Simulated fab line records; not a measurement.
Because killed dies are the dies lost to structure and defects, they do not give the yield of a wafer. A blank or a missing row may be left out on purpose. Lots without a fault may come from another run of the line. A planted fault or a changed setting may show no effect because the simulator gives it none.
Chamber matching :: flow n5_finfet :: pecvd-02 running N5_ZERO_LAYER_PECVD_02: 3 sister chambers
The step deposits SiO2 from SiH4/N2O, target thk 10 nm, time 6 s. 14 wafers are shown with their chamber, then 7 later ones without.

== EACH WAFER AND ITS CHAMBER ==
wafer: L078.3
chamber: 0
showerhead_vpp_V (V): 940
showerhead_plenum_p_Torr (Torr): 8.03
chamber_pressure_Torr (Torr): 0.7504

wafer: L078.4
chamber: 2
showerhead_vpp_V (V): 1043
showerhead_plenum_p_Torr (Torr): 8.04
chamber_pressure_Torr (Torr): 0.7513

wafer: L078.6
chamber: 0
showerhead_vpp_V (V): 935
showerhead_plenum_p_Torr (Torr): 8.09
chamber_pressure_Torr (Torr): 0.7508

wafer: L079.1
chamber: 2
showerhead_vpp_V (V): 1045
showerhead_plenum_p_Torr (Torr): 8.04
chamber_pressure_Torr (Torr): 0.7508

wafer: L079.3
chamber: 0
showerhead_vpp_V (V): 963
showerhead_plenum_p_Torr (Torr): 8.07
chamber_pressure_Torr (Torr): 0.7512

wafer: L079.4
chamber: 1
showerhead_vpp_V (V): 936
showerhead_plenum_p_Torr (Torr): 8.13
chamber_pressure_Torr (Torr): 0.7484

wafer: L081.4
chamber: 2
showerhead_vpp_V (V): 1035
showerhead_plenum_p_Torr (Torr): 8.02
chamber_pressure_Torr (Torr): 0.7512

wafer: L081.5
chamber: 0
showerhead_vpp_V (V): 963
showerhead_plenum_p_Torr (Torr): 8.07
chamber_pressure_Torr (Torr): 0.7497

wafer: L081.6
chamber: 1
showerhead_vpp_V (V): 958
showerhead_plenum_p_Torr (Torr): 8.12
chamber_pressure_Torr (Torr): 0.7503

wafer: L082.1
chamber: 0
showerhead_vpp_V (V): 944
showerhead_plenum_p_Torr (Torr): 8.05
chamber_pressure_Torr (Torr): 0.7494

wafer: L082.2
chamber: 1
showerhead_vpp_V (V): 942
showerhead_plenum_p_Torr (Torr): 8.14
chamber_pressure_Torr (Torr): 0.7495

wafer: L082.4
chamber: 1
showerhead_vpp_V (V): 953
showerhead_plenum_p_Torr (Torr): 8.11
chamber_pressure_Torr (Torr): 0.7498

wafer: L091.2
chamber: 1
showerhead_vpp_V (V): 948
showerhead_plenum_p_Torr (Torr): 8.14
chamber_pressure_Torr (Torr): 0.7486

wafer: L091.4
chamber: 1
showerhead_vpp_V (V): 948
showerhead_plenum_p_Torr (Torr): 8.14
chamber_pressure_Torr (Torr): 0.7499

SIGNATURES, as means of the wafers listed above
reading: showerhead_vpp_V
chamber 0: 949.00
chamber 1: 947.50
chamber 2: 1041.00
scatter within a chamber: 9.79

reading: showerhead_plenum_p_Torr
chamber 0: 8.0620
chamber 1: 8.1300
chamber 2: 8.0333
scatter within a chamber: 0.0169

reading: chamber_pressure_Torr
chamber 0: 0.750300
chamber 1: 0.749417
chamber 2: 0.751100
scatter within a chamber: 0.000691
Rule: for a wafer and a chamber, the distance is found by dividing, reading by reading, the gap between the wafer's reading and the chamber's mean by the reading's scatter, squaring, summing and taking the root. If the next closest chamber is less than 2 further off than the closest, the wafer can't be placed; otherwise it belongs to the closest. How the scatter is found: for the shown wafers, subtract from each reading the mean of its chamber, square and add these, divide the total by (wafers less chambers), then take the root.

== WAFERS WITH NO CHAMBER GIVEN ==
wafer: L091.5
showerhead_vpp_V (V): 1035
showerhead_plenum_p_Torr (Torr): 8.04
chamber_pressure_Torr (Torr): 0.7493

wafer: L092.1
showerhead_vpp_V (V): 934
showerhead_plenum_p_Torr (Torr): 8.11
chamber_pressure_Torr (Torr): 0.7500

wafer: L092.2
showerhead_vpp_V (V): 933
showerhead_plenum_p_Torr (Torr): 8.08
chamber_pressure_Torr (Torr): 0.7497

wafer: L092.3
showerhead_vpp_V (V): 1041
showerhead_plenum_p_Torr (Torr): 8.06
chamber_pressure_Torr (Torr): 0.7527

wafer: L095.3
showerhead_vpp_V (V): 949
showerhead_plenum_p_Torr (Torr): 8.06
chamber_pressure_Torr (Torr): 0.7494

wafer: L095.4
showerhead_vpp_V (V): 1050
showerhead_plenum_p_Torr (Torr): 8.04
chamber_pressure_Torr (Torr): 0.7477

wafer: L095.5
showerhead_vpp_V (V): 946
showerhead_plenum_p_Torr (Torr): 8.08
chamber_pressure_Torr (Torr): 0.7480

== CHAMBER TAKEN BY EACH ==
wafer: L091.5
from the rows above: 2
in truth: 2

wafer: L092.1
from the rows above: can't be placed: 1 or 0
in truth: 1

wafer: L092.2
from the rows above: can't be placed: 0 or 1
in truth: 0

wafer: L092.3
from the rows above: 2
in truth: 2

wafer: L095.3
from the rows above: 0
in truth: 0

wafer: L095.4
from the rows above: 2
in truth: 2

wafer: L095.5
from the rows above: can't be placed: 0 or 1
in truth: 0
Correct placement for 4 of the 7. Unplaceable from these rows: 3, with the true chamber sitting among the candidates in 3. Wrongly placed: 0.
